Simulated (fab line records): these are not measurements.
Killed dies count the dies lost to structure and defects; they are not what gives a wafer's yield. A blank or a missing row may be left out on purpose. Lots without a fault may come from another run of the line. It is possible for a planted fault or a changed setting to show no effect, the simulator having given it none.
fab line records ; flow n5-finfet
record lots=11; wafers=33; last-day=18
route steps=1938 shown BEOL_M4@1092 PASSIVATION@1936
lots that met no fault: from a run of the same line without faults
start-h: hours from the record's first day to the start of the lot's first wafer shown ; wait-h: hours from the lot's prior step to this one ; " repeats the value in the row above ; L1.1+2: several wafers, shown together as one row ; - either no value or no given start ; * or withheld: withheld ; < > ~ a bound
route shown NAME@n: a module of which the file shows steps, and the number in the route of the first ; usual: the fault-free wafers' mean and standard deviation ; same: alike in all rows ; chamber/n: place in a boat ; sites: per-site readings ; _std_site: how widely they spread, as a standard deviation ; _edge_site: mean of outer sites minus mean of inner sites ; radius-mm: for every site, how far away it sits from the centre of the wafer ; mask NAME#n: copy n ; behind: tool/chamber where the wafer was last shaped ; hold: what put the lot on hold/how long, in hours/how the hold closed ; device: whichever transistor did not switch (one of n, p or np) ; end of line: tests of these same wafers at the route's end ; for a step that has no rows: nothing shown but its recipe ; killed: at the first sort, the dies lost to defects and structure; wafer yield is something else ; map: per-die view of a wafer (x killed, . not killed, _ where there is no die)
set.NAME: the setting that was run; set.NAME@STEP: the one run at that earlier step ; model.NAME: the simulator's own value behind a step, which no gauge read
steps of the route over a sample of lots; a table a step, a row a wafer
services: the hour from which a tool's chamber was out of use, counted from the record's first day as start-h (under 0 if before that day), plus the number of hours and why
## steps
# step N5_BEOL_M4_SPUTTER_88
# recipe material=Cu; target-thk-a=45; temp-c=-20; chamber-pressure-pa=0.07; power-w=withheld; time-s=8.29
# usual throttle-valve-pct=30.1/1.1
lot.wafer;tool;chamber;start-h;wait-h;throttle-valve-pct
L481.4;pvd-sputter-01;-;173.66;0.1;28.7
L481.5;pvd-sputter-01;-;173.66;0.1;29.1
L481.6;pvd-sputter-01;-;173.66;0.1;28.6
L489.1;pvd-sputter-02;-;213.99;0.1;31.1
L489.4;pvd-sputter-02;-;213.99;0.1;31.3
L489.5;pvd-sputter-02;-;213.99;0.1;30.8
L490.1;pvd-sputter-01;-;217.44;0.1;28.9
L490.3;pvd-sputter-01;-;217.44;0.1;29.1
L490.4;pvd-sputter-01;-;217.44;0.1;31.1
L491.1;pvd-sputter-02;-;224.94;0.1;31.1
L491.3;pvd-sputter-02;-;224.94;0.1;31.2
L491.6;pvd-sputter-02;-;224.94;0.1;31.1
L495.2;pvd-sputter-03;-;244.92;0.1;29.1
L495.3;pvd-sputter-03;-;244.92;0.1;31.3
L495.4;pvd-sputter-03;-;244.92;0.1;28.9
L496.2;pvd-sputter-01;-;247.92;0.1;31.1
L496.3;pvd-sputter-01;-;247.92;0.1;28.7
L496.4;pvd-sputter-01;-;247.92;0.1;29.0
L494.1;pvd-sputter-03;-;251.12;0.1;31.4
L494.3;pvd-sputter-03;-;251.12;0.1;31.5
L494.5;pvd-sputter-03;-;251.12;0.1;29.0
L499.4;pvd-sputter-01;-;295.27;0.1;28.8
L499.5;pvd-sputter-01;-;295.27;0.1;31.3
L499.6;pvd-sputter-01;-;295.27;0.1;29.3
L504.2;pvd-sputter-01;-;297.88;0.1;28.8
L504.3;pvd-sputter-01;-;297.88;0.1;29.3
L504.5;pvd-sputter-01;-;297.88;0.1;30.9
L502.2;pvd-sputter-02;-;299.87;0.1;31.2
L502.3;pvd-sputter-02;-;299.87;0.1;29.7
L502.6;pvd-sputter-02;-;299.87;0.1;29.8
L503.3;pvd-sputter-03;-;320.39;0.1;29.2
L503.4;pvd-sputter-03;-;320.39;0.1;31.5
L503.5;pvd-sputter-03;-;320.39;0.1;28.6
# step N5_BEOL_M4_ANNEAL_91
# recipe temp-c=400; time-s=240; ambient=vacuum
# usual heater-power-w=860/71; susceptor_temp_C_max=401.0/0.34
lot.wafer;tool;chamber;start-h;wait-h;heater-power-w;susceptor_temp_C_max
L481.4;pvd-sputter-01;-;173.96;0.0;979;401.0
L481.5;pvd-sputter-01;-;173.96;0.0;994;400.9
L481.6;pvd-sputter-01;-;173.96;0.0;939;401.3
L489.1;pvd-sputter-02;-;214.29;0.0;781;401.0
L489.4;pvd-sputter-02;-;214.29;0.0;926;401.4
L489.5;pvd-sputter-02;-;214.29;0.0;874;402.3
L490.1;pvd-sputter-01;-;217.74;0.0;934;401.5
L490.3;pvd-sputter-01;-;217.74;0.0;984;401.0
L490.4;pvd-sputter-01;-;217.74;0.0;893;401.1
L491.1;pvd-sputter-02;-;225.24;0.0;851;400.9
L491.3;pvd-sputter-02;-;225.24;0.0;893;400.7
L491.6;pvd-sputter-02;-;225.24;0.0;908;401.0
L495.2;pvd-sputter-03;-;245.22;0.0;716;400.4
L495.3;pvd-sputter-03;-;245.22;0.0;910;400.5
L495.4;pvd-sputter-03;-;245.22;0.0;822;400.9
L496.2;pvd-sputter-01;-;248.22;0.0;885;400.7
L496.3;pvd-sputter-01;-;248.22;0.0;912;401.2
L496.4;pvd-sputter-01;-;248.22;0.0;968;400.8
L494.1;pvd-sputter-03;-;251.42;0.0;872;400.9
L494.3;pvd-sputter-03;-;251.42;0.0;934;400.6
L494.5;pvd-sputter-03;-;251.42;0.0;823;400.4
L499.4;pvd-sputter-01;-;295.57;0.0;917;401.5
L499.5;pvd-sputter-01;-;295.57;0.0;907;400.8
L499.6;pvd-sputter-01;-;295.57;0.0;838;400.8
L504.2;pvd-sputter-01;-;298.18;0.0;969;400.7
L504.3;pvd-sputter-01;-;298.18;0.0;828;400.7
L504.5;pvd-sputter-01;-;298.18;0.0;877;400.8
L502.2;pvd-sputter-02;-;300.17;0.0;876;401.0
L502.3;pvd-sputter-02;-;300.17;0.0;778;401.0
L502.6;pvd-sputter-02;-;300.17;0.0;784;401.4
L503.3;pvd-sputter-03;-;320.69;0.0;715;401.1
L503.4;pvd-sputter-03;-;320.69;0.0;875;400.8
L503.5;pvd-sputter-03;-;320.69;0.0;837;400.5
# step N5_BEOL_M4_ECD_50
# recipe material=Cu; target-thk-a=3000
lot.wafer;tool;chamber;start-h;wait-h
L481.4+5+6;ecd-cu-01;0,1,0;174.67;0.1
L489.1+4+5;ecd-cu-02;1,0,0;214.99;0.1
L490.1+3+4;ecd-cu-02;0,0,1;218.44;0.1
L491.1+3+6;ecd-cu-01;0;225.94;0.1
L495.2+3+4;ecd-cu-01;0,0,1;245.92;0.1
L496.2+3+4;ecd-cu-02;0,1,0;248.92;0.1
L494.1+3+5;ecd-cu-02;0,0,1;252.12;0.1
L499.4+5+6;ecd-cu-02;1,1,0;296.28;0.1
L504.2+3+5;ecd-cu-02;1;298.88;0.1
L502.2+3+6;ecd-cu-02;1,0,1;300.86;0.1
L503.3+4+5;ecd-cu-02;1,0,0;321.41;0.1
# step N5_BEOL_M4_CMP_52
# recipe stop-on=SiOC; t-overpolish-s=6.8; down-force-psi=1; platen-rpm=50; clearing-platen-down-force-psi=1.5; clearing-platen-rpm=50; post-cmp-clean=cu-alkaline; target-thk-nm=40; clearing-platen-pad-velocity-m-s=0.99484; pad-velocity-m-s=0.99484
# usual clearing-platen-rpm=50.00/0.031; motor-current-A=6.3/0.74; time-to-endpoint-s=63/3.2
lot.wafer;tool;chamber;start-h;wait-h;clearing-platen-rpm;motor-current-A;time-to-endpoint-s
L481.4;cmp-04;0;175.08;0.2;50.01;5.3;60
L481.6;cmp-04;3;175.08;0.2;49.98;6.8;62
L481.5;cmp-04;0;175.08;0.2;49.98;5.6;65
L489.4;cmp-01;0;215.40;0.2;49.99;6.0;1
L489.1;cmp-01;2;215.40;0.2;49.99;6.1;0
L489.5;cmp-01;0;215.40;0.2;50.01;5.9;4
L490.4;cmp-04;3;218.81;0.1;50.01;6.2;0
L490.1;cmp-04;0;218.81;0.1;49.97;5.6;0
L490.3;cmp-04;1;218.81;0.1;50.01;5.2;0
L491.1;cmp-01;0;226.35;0.3;50.03;6.0;3
L491.3;cmp-01;2;226.35;0.3;49.98;6.2;1
L491.6;cmp-01;0;226.35;0.3;50.05;5.9;1
L495.4;cmp-04;2;246.29;0.1;49.97;5.5;65
L495.3;cmp-04;3;246.29;0.1;49.97;6.8;63
L495.2;cmp-04;0;246.29;0.1;50.01;5.2;63
L496.2;cmp-03;1;249.33;0.2;50.03;6.3;71
L496.4;cmp-03;2;249.33;0.2;49.97;7.3;66
L496.3;cmp-03;3;249.33;0.2;50.00;7.4;64
L494.3;cmp-01;1;252.49;0.2;50.03;6.3;60
L494.1;cmp-01;2;252.49;0.2;50.02;6.5;63
L494.5;cmp-01;2;252.49;0.2;49.93;6.4;66
L499.4;cmp-01;0;296.75;0.2;50.02;6.2;60
L499.5;cmp-01;2;296.75;0.2;50.00;6.2;62
L499.6;cmp-01;3;296.75;0.2;49.99;6.6;62
L504.3;cmp-03;2;299.32;0.2;49.98;7.0;63
L504.2;cmp-03;3;299.32;0.2;50.03;6.9;60
L504.5;cmp-03;2;299.32;0.2;50.00;7.0;61
L502.3;cmp-04;3;301.64;0.2;49.98;6.4;66
L502.2;cmp-04;1;301.64;0.2;49.95;5.2;61
L502.6;cmp-04;3;301.64;0.2;49.99;6.5;66
L503.4;cmp-04;0;321.76;0.1;50.08;5.7;62
L503.3;cmp-04;1;321.76;0.1;49.95;5.1;59
L503.5;cmp-04;1;321.76;0.1;49.97;5.2;59
# step N5_BEOL_M4_RC_MEAS_101
# usual DIBL_N=37.0/1.7; DIBL_P=36.7/2; IOFF_N=0.17/0.035; IOFF_P=0.22/0.035; ION_N=672/12; ION_P=461/7.5; SS_N=71.6/0.67; SS_P=73.4/0.64; VT_N=250/3.5; VT_P=-250/3.5
lot.wafer;tool;chamber;start-h;wait-h;DIBL_N[mV/V];DIBL_P[mV/V];IOFF_N[nA/um];IOFF_P[nA/um];ION_N[uA/um];ION_P[uA/um];SS_N[mV/dec];SS_P[mV/dec];VT_N[mV];VT_P[mV]
L481.4;prober-02;0;176.57;0.5;36.8;36.0;0.16;0.18;672;459;72.2;72.7;250;-252
L481.5;prober-02;0;176.57;0.5;35.5;35.4;0.14;0.17;655;448;71.2;72.9;249;-255
L481.6;prober-02;0;176.57;0.5;33.7;33.5;0.11;0.16;663;460;70.5;72.3;255;-254
L495.2;prober-02;0;247.66;0.2;34.9;35.6;0.14;0.21;669;461;70.5;73.5;251;-250
L495.3;prober-02;0;247.66;0.2;34.1;33.8;0.11;0.17;648;449;70.7;73.0;256;-253
L495.4;prober-02;0;247.66;0.2;34.5;35.1;0.13;0.20;661;462;70.4;73.3;252;-249
L496.2;prober-02;0;250.05;0.2;37.9;37.6;0.20;0.24;662;461;72.1;73.2;247;-247
L496.3;prober-02;0;250.05;0.2;37.5;37.4;0.17;0.24;668;462;71.8;73.2;249;-250
L496.4;prober-02;0;250.05;0.2;35.4;35.6;0.14;0.21;665;464;71.1;73.1;251;-249
L494.1;prober-01;0;253.10;0.0;34.3;34.0;0.12;0.17;666;456;70.6;72.4;254;-257
L494.3;prober-01;0;253.10;0.0;31.9;31.3;0.09;0.13;649;452;69.8;71.8;256;-259
L494.5;prober-01;0;253.10;0.0;33.6;33.3;0.11;0.16;664;456;70.4;72.3;254;-257
L499.4;prober-02;0;297.76;0.5;39.9;39.9;0.24;0.27;683;455;72.4;74.1;244;-247
L499.5;prober-02;0;297.76;0.5;38.7;39.0;0.21;0.25;677;454;71.9;74.2;246;-249
L499.6;prober-02;0;297.76;0.5;39.5;38.5;0.21;0.24;681;461;71.9;73.4;247;-253
L504.2;prober-02;0;300.09;0.2;37.0;35.8;0.15;0.21;680;467;71.1;73.7;250;-247
L504.3;prober-02;0;300.09;0.2;35.9;34.6;0.13;0.19;658;460;70.7;72.8;251;-250
L504.5;prober-02;0;300.09;0.2;39.1;38.2;0.19;0.25;690;470;72.1;73.5;246;-248
L502.2;prober-02;0;302.36;0.2;36.6;36.8;0.13;0.17;658;447;71.6;73.4;256;-257
L502.3;prober-02;0;302.36;0.2;39.4;40.1;0.18;0.21;662;452;72.6;73.8;249;-251
L502.6;prober-02;0;302.36;0.2;38.0;38.7;0.15;0.19;664;454;71.6;74.3;253;-254
L503.3;prober-02;0;322.71;0.3;35.5;34.4;0.15;0.20;675;467;72.0;73.6;250;-250
L503.4;prober-02;0;322.71;0.3;36.0;35.2;0.16;0.22;678;466;71.8;73.5;246;-249
L503.5;prober-02;0;322.71;0.3;35.8;34.2;0.14;0.20;664;461;71.2;73.1;251;-252
# step N5_PASSIVATION_PROBE_49
# usual defect-limited-yield=91.1/1.3; killed_at_M0_to_M3=35/11; killed_at_M4_up=13/5.4; killed-at-contacts=14/6.5; killed-at-front-end=41/11; killed-at-other=4/3.1; killed-dies=106/15; killed-on-rim=14/3.7; killed-open=69/12; killed-short=35/7; sort_bin_5_function=5.2/0.86; sort_bin_6_memory=3.4/0.64; sort-n-pass=1074/15; sort-yield-pct=91.0/1.3
# same gross-dies=1180; killed-at-back-side=0; sort_bin_4_leakage[%]=0; sort_bin_8_speed[%]=0
lot.wafer;tool;chamber;start-h;wait-h;defect-limited-yield[%];killed_at_M0_to_M3;killed_at_M4_up;killed-at-contacts;killed-at-front-end;killed-at-other;killed-dies;killed-on-rim;killed-open;killed-short;sort_bin_5_function[%];sort_bin_6_memory[%];sort-n-pass;sort-yield-pct[%]
L481.4;prober-01;-;271.19;0.2;92.5;28;13;11;36;0;88;10;53;33;3.6;3.4;1092;92.5
L481.5;prober-01;-;271.24;0.2;90.2;28;13;10;60;5;116;17;77;38;5.9;3.6;1064;90.2
L481.6;prober-01;-;271.29;0.3;91.8;30;14;14;39;0;97;12;66;27;5.3;2.6;1083;91.8
L489.1;prober-02;-;314.45;0.0;0;44;1108;6;21;1;1180;152;55;24;96.6;3.3;0;0
L489.4;prober-02;-;314.60;0.2;0;53;1089;6;30;2;1180;152;72;29;96.5;3.2;0;0
L489.5;prober-02;-;314.65;0.2;0;43;1103;5;23;6;1180;152;52;31;97.2;2.3;0;0
L490.1;prober-01;-;315.95;0.0;0;21;1104;16;36;3;1180;152;59;25;96.9;3.1;0;0
L490.3;prober-01;-;316.05;0.1;0;25;1096;12;43;4;1180;152;59;30;97.4;2.4;0;0
L490.4;prober-01;-;316.10;0.2;0;21;1086;15;52;6;1180;152;59;41;96.5;3.1;0;0
L491.1;prober-01;-;321.47;0.0;0;33;1101;6;34;6;1180;152;55;34;97.5;2.5;0;0
L491.3;prober-01;-;321.57;0.1;0;31;1102;22;22;3;1180;152;63;27;97.0;3.0;0;0
L491.6;prober-01;-;321.72;0.3;0;31;1100;8;34;7;1180;152;70;19;96.9;2.8;0;0
L495.2;prober-02;-;337.40;0.1;91.4;43;10;19;25;4;101;13;72;28;5.0;3.3;1079;91.4
L495.3;prober-02;-;337.45;0.1;89.9;59;7;15;36;2;119;14;79;39;6.0;3.9;1061;89.9
L495.4;prober-02;-;337.50;0.2;89.2;36;11;22;55;4;128;18;76;51;6.4;4.0;1052;89.2
L496.2;prober-01;-;348.80;0.1;89.2;56;16;20;32;4;128;16;80;45;7.2;3.5;1052;89.2
L496.3;prober-01;-;348.85;0.1;89.2;49;11;23;36;9;128;13;81;43;6.4;4.0;1052;89.2
L496.4;prober-01;-;348.90;0.2;88.8;46;5;21;53;7;132;20;89;41;6.2;4.4;1048;88.8
L494.1;prober-01;-;352.65;0.0;87.6;34;20;19;73;0;146;13;100;42;6.9;4.7;1034;87.6
L494.3;prober-01;-;352.75;0.1;89.7;33;17;13;52;6;121;19;91;27;6.4;3.8;1059;89.7
L494.5;prober-01;-;352.85;0.2;91.9;27;10;16;41;2;96;10;68;25;5.2;2.8;1084;91.9
L499.4;prober-02;-;398.87;0.7;90.8;35;13;14;44;3;109;20;67;37;4.9;3.9;1071;90.8
L499.5;prober-02;-;398.92;0.7;90.4;43;15;7;46;2;113;17;77;34;5.8;3.5;1067;90.4
L499.6;prober-02;-;398.97;0.8;92.0;39;24;7;22;2;94;16;56;36;4.3;3.0;1086;92.0
L504.2;prober-02;-;412.12;0.1;90.9;23;6;17;58;3;107;13;72;33;4.6;4.2;1073;90.9
L504.3;prober-02;-;412.17;0.1;91.5;21;11;13;52;3;100;10;70;24;4.8;3.3;1080;91.5
L504.5;prober-02;-;412.27;0.2;91.2;19;14;12;56;3;104;14;67;33;4.9;3.6;1076;91.2
L502.2;prober-02;-;413.30;0.1;91.7;49;5;10;34;0;98;16;57;41;4.9;3.2;1082;91.7
L502.3;prober-02;-;413.35;0.1;89.3;57;7;9;49;4;126;22;80;45;6.0;4.5;1054;89.3
L502.6;prober-02;-;413.50;0.3;91.3;51;13;18;15;6;103;11;61;42;4.2;4.2;1077;91.3
L503.3;prober-02;-;434.72;0.1;89.5;39;16;16;53;0;124;15;90;33;6.0;4.2;1056;89.5
L503.4;prober-02;-;434.77;0.2;91.5;27;8;5;59;1;100;9;56;42;5.6;2.7;1080;91.5
L503.5;prober-02;-;434.82;0.2;91.9;38;16;7;34;0;95;12;60;32;5.3;2.5;1085;91.9
# killed by level:class
L481.4 STI_FIN_REVEAL:geometric-particle:open=11 MOL_CONTACT_COAG:geometric-particle:open=6 BEOL_M0_SAQP:geometric-particle:short=6 MOL_CONTACT_COAG:geometric-particle:short=5 BEOL_M1:geometric-particle:open=5 BEOL_M2:geometric-particle:open=5 FIN_SAQP:geometric-particle:open=4 BEOL_M3:geometric-particle:open=4
L481.5 FIN_SAQP:geometric-particle:open=16 STI_FIN_REVEAL:geometric-particle:open=15 FIN_SAQP:geometric-particle:short=10 MOL_CONTACT_COAG:geometric-particle:open=7 BEOL_M2:geometric-particle:open=7 BEOL_M0_SAQP:geometric-particle:open=6 DUMMY_GATE:geometric-particle:open=4 BEOL_M0_SAQP:geometric-particle:short=4
L481.6 MOL_CONTACT_COAG:geometric-particle:open=13 STI_FIN_REVEAL:geometric-particle:open=10 BEOL_M3:geometric-particle:open=9 BEOL_M0_SAQP:geometric-particle:short=7 FIN_SAQP:geometric-particle:open=6 DUMMY_GATE:geometric-particle:open=5 ILD0:geometric-particle:open=5 BEOL_M5:geometric-particle:open=5
L489.1 BEOL_M4:area-ecd=1099 BEOL_M0_SAQP:geometric-particle:open=11 BEOL_M3:geometric-particle:open=9 MOL_CONTACT_COAG:geometric-particle:open=6 BEOL_M0_SAQP:geometric-particle:short=6 BEOL_M1:geometric-particle:open=6 STI_FIN_REVEAL:geometric-particle:open=5 FIN_SAQP:geometric-particle:short=4
L489.4 BEOL_M4:area-ecd=1077 BEOL_M3:geometric-particle:open=20 BEOL_M1:geometric-particle:open=10 FIN_SAQP:geometric-particle:open=6 FIN_SAQP:geometric-particle:short=6 GATE_CUT:geometric-particle:open=6 MOL_CONTACT_COAG:geometric-particle:open=6 BEOL_M0_SAQP:geometric-particle:open=6
L489.5 BEOL_M4:area-ecd=1097 BEOL_M3:geometric-particle:open=13 BEOL_M0:geometric-particle:short=9 BEOL_M1:geometric-particle:open=7 GATE_CUT:geometric-particle:open=5 MOL_CONTACT_COAG:geometric-particle:open=5 BEOL_M0_SAQP:geometric-particle:open=4 STARTING-WAFER:geometric-particle:open=4
L490.1 BEOL_M4:area-ecd=1096 FIN_SAQP:geometric-particle:open=15 MOL_CONTACT_COAG:geometric-particle:open=11 BEOL_M0_SAQP:geometric-particle:open=6 MOL_CONTACT_COAG:geometric-particle:short=5 BEOL_M3:geometric-particle:open=5 GATE_CUT:geometric-particle:short=4 BEOL_M0_SAQP:geometric-particle:short=4
L490.3 BEOL_M4:area-ecd=1091 STI_FIN_REVEAL:geometric-particle:open=16 MOL_CONTACT_COAG:geometric-particle:open=9 GATE_CUT:geometric-particle:short=5 BEOL_M0_SAQP:geometric-particle:open=5 BEOL_M3:geometric-particle:open=5 FIN_SAQP:geometric-particle:short=4 STI_FIN_REVEAL:geometric-particle:short=4
L490.4 BEOL_M4:area-ecd=1080 FIN_SAQP:geometric-particle:short=12 MOL_CONTACT_COAG:geometric-particle:open=12 STI_FIN_REVEAL:geometric-particle:open=9 BEOL_M3:geometric-particle:open=7 FIN_SAQP:geometric-particle:open=6 GATE_CUT:geometric-particle:short=4 BEOL_M0_SAQP:geometric-particle:open=4
L491.1 BEOL_M4:area-ecd=1089 BEOL_M0_SAQP:geometric-particle:open=12 BEOL_M0_SAQP:geometric-particle:short=9 STI_FIN_REVEAL:geometric-particle:open=8 FIN_SAQP:geometric-particle:short=7 MOL_CONTACT_COAG:geometric-particle:open=5 BEOL_M8:geometric-particle:open=4 STARTING-WAFER:geometric-particle:open=4
L491.3 BEOL_M4:area-ecd=1090 MOL_CONTACT_COAG:geometric-particle:open=17 BEOL_M1:geometric-particle:open=8 BEOL_M0_SAQP:geometric-particle:open=7 DUMMY_GATE:geometric-particle:open=5 MOL_CONTACT_COAG:geometric-particle:short=5 BEOL_M0_SAQP:geometric-particle:short=5 BEOL_M4:geometric-particle:open=5
L491.6 BEOL_M4:area-ecd=1091 STI_FIN_REVEAL:geometric-particle:open=10 MOL_CONTACT_COAG:geometric-particle:open=8 BEOL_M3:geometric-particle:open=8 FIN_SAQP:geometric-particle:open=6 BEOL_M0_SAQP:geometric-particle:open=6 BEOL_M0_SAQP:geometric-particle:short=5 DUMMY_GATE:geometric-particle:open=4
L495.2 MOL_CONTACT_COAG:geometric-particle:open=15 BEOL_M2:geometric-particle:open=10 BEOL_M0_SAQP:geometric-particle:open=9 BEOL_M3:geometric-particle:open=7 BEOL_M3:geometric-particle:short=6 FIN_SAQP:geometric-particle:open=5 DUMMY_GATE:geometric-particle:open=5 STI_FIN_REVEAL:geometric-particle:open=4
L495.3 BEOL_M0_SAQP:geometric-particle:open=16 BEOL_M0_SAQP:geometric-particle:short=13 BEOL_M2:geometric-particle:open=13 STI_FIN_REVEAL:geometric-particle:open=9 MOL_CONTACT_COAG:geometric-particle:open=9 BEOL_M3:geometric-particle:open=7 MOL_CONTACT_COAG:geometric-particle:short=6 FIN_SAQP:geometric-particle:short=5
L495.4 MOL_CONTACT_COAG:geometric-particle:open=15 BEOL_M0_SAQP:geometric-particle:short=14 STI_FIN_REVEAL:geometric-particle:open=12 FIN_SAQP:geometric-particle:short=11 ILD0:geometric-particle:short=7 MOL_CONTACT_COAG:geometric-particle:short=7 BEOL_M0_SAQP:geometric-particle:open=7 BEOL_M3:geometric-particle:open=6
L496.2 MOL_CONTACT_COAG:geometric-particle:open=14 BEOL_M0_SAQP:geometric-particle:short=12 BEOL_M0_SAQP:geometric-particle:open=12 BEOL_M1:geometric-particle:open=9 STI_FIN_REVEAL:geometric-particle:open=8 FIN_SAQP:geometric-particle:short=7 BEOL_M3:geometric-particle:open=6 BEOL_M4:geometric-particle:open=6
L496.3 MOL_CONTACT_COAG:geometric-particle:open=18 BEOL_M1:geometric-particle:open=18 BEOL_M3:geometric-particle:open=9 STI_FIN_REVEAL:geometric-particle:open=8 BEOL_M0_SAQP:geometric-particle:open=7 STI_FIN_REVEAL:geometric-particle:short=5 MOL_CONTACT_COAG:geometric-particle:short=5 BEOL_M0_SAQP:geometric-particle:short=5
L496.4 MOL_CONTACT_COAG:geometric-particle:open=19 STI_FIN_REVEAL:geometric-particle:open=18 BEOL_M1:geometric-particle:open=14 FIN_SAQP:geometric-particle:open=9 FIN_SAQP:geometric-particle:short=9 BEOL_M0_SAQP:geometric-particle:short=8 BEOL_M0_SAQP:geometric-particle:open=7 BEOL_M1:geometric-particle:short=5
L494.1 FIN_SAQP:geometric-particle:open=25 FIN_SAQP:geometric-particle:short=18 STI_FIN_REVEAL:geometric-particle:open=15 MOL_CONTACT_COAG:geometric-particle:open=15 BEOL_M2:geometric-particle:open=10 BEOL_M0_SAQP:geometric-particle:open=6 BEOL_M4:geometric-particle:open=6 BEOL_M0_SAQP:geometric-particle:short=5
L494.3 STI_FIN_REVEAL:geometric-particle:open=28 MOL_CONTACT_COAG:geometric-particle:open=12 BEOL_M2:geometric-particle:open=12 FIN_SAQP:geometric-particle:open=7 BEOL_M4:geometric-particle:open=6 STI_FIN_REVEAL:geometric-particle:short=4 BEOL_M2:geometric-particle:short=4 BEOL_M7:geometric-particle:open=4
L494.5 MOL_CONTACT_COAG:geometric-particle:open=16 STI_FIN_REVEAL:geometric-particle:open=14 FIN_SAQP:geometric-particle:open=11 BEOL_M2:geometric-particle:open=11 FIN_SAQP:geometric-particle:short=7 BEOL_M0_SAQP:geometric-particle:open=4 BEOL_M4:geometric-particle:short=4 BEOL_M4:geometric-particle:open=4
L499.4 MOL_CONTACT_COAG:geometric-particle:open=13 BEOL_M0_SAQP:geometric-particle:open=10 DUMMY_GATE:geometric-particle:open=7 BEOL_M0_SAQP:geometric-particle:short=7 BEOL_M4:geometric-particle:open=6 FIN_SAQP:geometric-particle:open=4 BEOL_M0:geometric-particle:open=4 STARTING-WAFER:geometric-particle:open=4
L499.5 BEOL_M0_SAQP:geometric-particle:open=18 STI_FIN_REVEAL:geometric-particle:open=13 BEOL_M0_SAQP:geometric-particle:short=8 BEOL_M4:geometric-particle:open=7 MOL_CONTACT_COAG:geometric-particle:open=6 FIN_SAQP:geometric-particle:short=5 BEOL_M0:geometric-particle:open=5 STARTING-WAFER:geometric-particle:open=5
L499.6 BEOL_M0_SAQP:geometric-particle:short=17 BEOL_M0_SAQP:geometric-particle:open=12 STI_FIN_REVEAL:geometric-particle:open=8 BEOL_M4:geometric-particle:open=8 BEOL_M5:geometric-particle:open=7 FIN_SAQP:geometric-particle:short=6 MOL_CONTACT_COAG:geometric-particle:open=5 BEOL_M1:geometric-particle:open=4
L504.2 FIN_SAQP:geometric-particle:open=18 FIN_SAQP:geometric-particle:short=14 MOL_CONTACT_COAG:geometric-particle:open=12 STI_FIN_REVEAL:geometric-particle:open=12 BEOL_M1:geometric-particle:open=7 BEOL_M2:geometric-particle:open=7 MOL_CONTACT_COAG:geometric-particle:short=5 STARTING-WAFER:geometric-particle:open=4
L504.3 FIN_SAQP:geometric-particle:open=19 MOL_CONTACT_COAG:geometric-particle:open=10 BEOL_M2:geometric-particle:open=7 STI_FIN_REVEAL:geometric-particle:open=5 DUMMY_GATE:geometric-particle:open=4 ILD0:geometric-particle:short=4 BEOL_M0:geometric-particle:open=4 FIN_SAQP:geometric-particle:short=3
L504.5 FIN_SAQP:geometric-particle:open=20 FIN_SAQP:geometric-particle:short=13 MOL_CONTACT_COAG:geometric-particle:open=8 BEOL_M2:geometric-particle:open=5 DUMMY_GATE:geometric-particle:open=4 MOL_CONTACT_COAG:geometric-particle:short=4 STARTING-WAFER:geometric-particle:open=4 STI_FIN_REVEAL:geometric-particle:short=3
L502.2 BEOL_M0_SAQP:geometric-particle:open=16 FIN_SAQP:geometric-particle:short=10 STI_FIN_REVEAL:geometric-particle:open=8 BEOL_M1:geometric-particle:open=8 MOL_CONTACT_COAG:geometric-particle:open=7 STI_FIN_REVEAL:geometric-particle:short=6 BEOL_M0_SAQP:geometric-particle:short=6 BEOL_M1:geometric-particle:short=5
L502.3 STI_FIN_REVEAL:geometric-particle:open=14 FIN_SAQP:geometric-particle:short=12 BEOL_M0_SAQP:geometric-particle:short=11 BEOL_M0_SAQP:geometric-particle:open=10 BEOL_M2:geometric-particle:open=10 FIN_SAQP:geometric-particle:open=9 BEOL_M1:geometric-particle:open=8 BEOL_M3:geometric-particle:open=7
L502.6 MOL_CONTACT_COAG:geometric-particle:open=16 BEOL_M0_SAQP:geometric-particle:short=12 BEOL_M0_SAQP:geometric-particle:open=8 BEOL_M1:geometric-particle:open=8 BEOL_M2:geometric-particle:open=8 BEOL_M3:geometric-particle:short=6 BEOL_M4:geometric-particle:open=6 FIN_SAQP:geometric-particle:short=4
L503.3 STI_FIN_REVEAL:geometric-particle:open=17 BEOL_M0_SAQP:geometric-particle:open=15 MOL_CONTACT_COAG:geometric-particle:open=11 BEOL_M3:geometric-particle:open=7 FIN_SAQP:geometric-particle:open=5 DUMMY_GATE:geometric-particle:open=5 ILD0:geometric-particle:open=5 MOL_CONTACT_COAG:geometric-particle:short=5
L503.4 STI_FIN_REVEAL:geometric-particle:open=23 FIN_SAQP:geometric-particle:short=9 BEOL_M0_SAQP:geometric-particle:short=9 FIN_SAQP:geometric-particle:open=7 BEOL_M0_SAQP:geometric-particle:open=5 STI_FIN_REVEAL:geometric-particle:short=4 STARTING-WAFER:geometric-particle:open=4 BEOL_M3:geometric-particle:short=4
L503.5 BEOL_M0_SAQP:geometric-particle:open=12 STI_FIN_REVEAL:geometric-particle:open=10 BEOL_M0_SAQP:geometric-particle:short=9 MOL_CONTACT_COAG:geometric-particle:open=6 BEOL_M4:geometric-particle:open=5 FIN_SAQP:geometric-particle:short=4 BEOL_M1:geometric-particle:open=4 GATE_CUT:geometric-particle:short=4
## services
tool;chamber;start-h;hours;kind
pvd-sputter-03;-;172.58;5.0;repair
cmp-01;-;174.91;4.0;pm
cmp-01;-;178.91;-;consumable-replace:conditioner
cmp-01;-;178.91;-;consumable-replace:pad
cmp-01;-;180.08;0.8;repair
ecd-cu-02;-;187.65;16.5;repair
cmp-04;-;225.44;6.5;pm
cmp-04;-;233.70;2.4;repair
cmp-01;-;244.66;2.3;repair
cmp-04;-;247.05;0.4;repair
cmp-04;-;267.62;0.9;repair
cmp-04;-;274.84;1.9;repair
cmp-03;-;285.31;2.6;repair
cmp-04;-;296.20;0.9;repair
cmp-04;-;297.43;2.3;repair
ecd-cu-01;-;308.32;10.0;repair
## key
first-sign step=N5_BEOL_M4_CMP_52; reading=time-to-endpoint-s; direction=down; sigmas=20; usual=*; struck=*
effect step=N5_PASSIVATION_PROBE_49; reading=killed_at_M4_up; direction=up; sigmas=99+; usual=13; struck=1099
more-kills-born-at N5_BEOL_M4_ECD_50@ecd-cu-02=6540; N5_BEOL_M4_ECD_50@ecd-cu-01=3270
met-at N5_BEOL_M4_ECD_50
struck-lots L489,L490,L491
later-rows-left-out L489.1,L489.4,L489.5,L490.1,L490.3,L490.4,L491.1,L491.3,L491.6
not-acting-at N5_BEOL_M4_SPUTTER_88,N5_BEOL_M4_ANNEAL_91
onset-between 174.67 214.99
fault kind=skipped-step-whole; tool=ecd-cu-01,ecd-cu-02; chamber=-; onset-h=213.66; steps=N5_BEOL_M4_ECD_50; scope=struck-lots-only
# later-rows-left-out: the simulator's readings of these wafers behind a module that went badly wrong aren't trusted and aren't shown, but for the sort
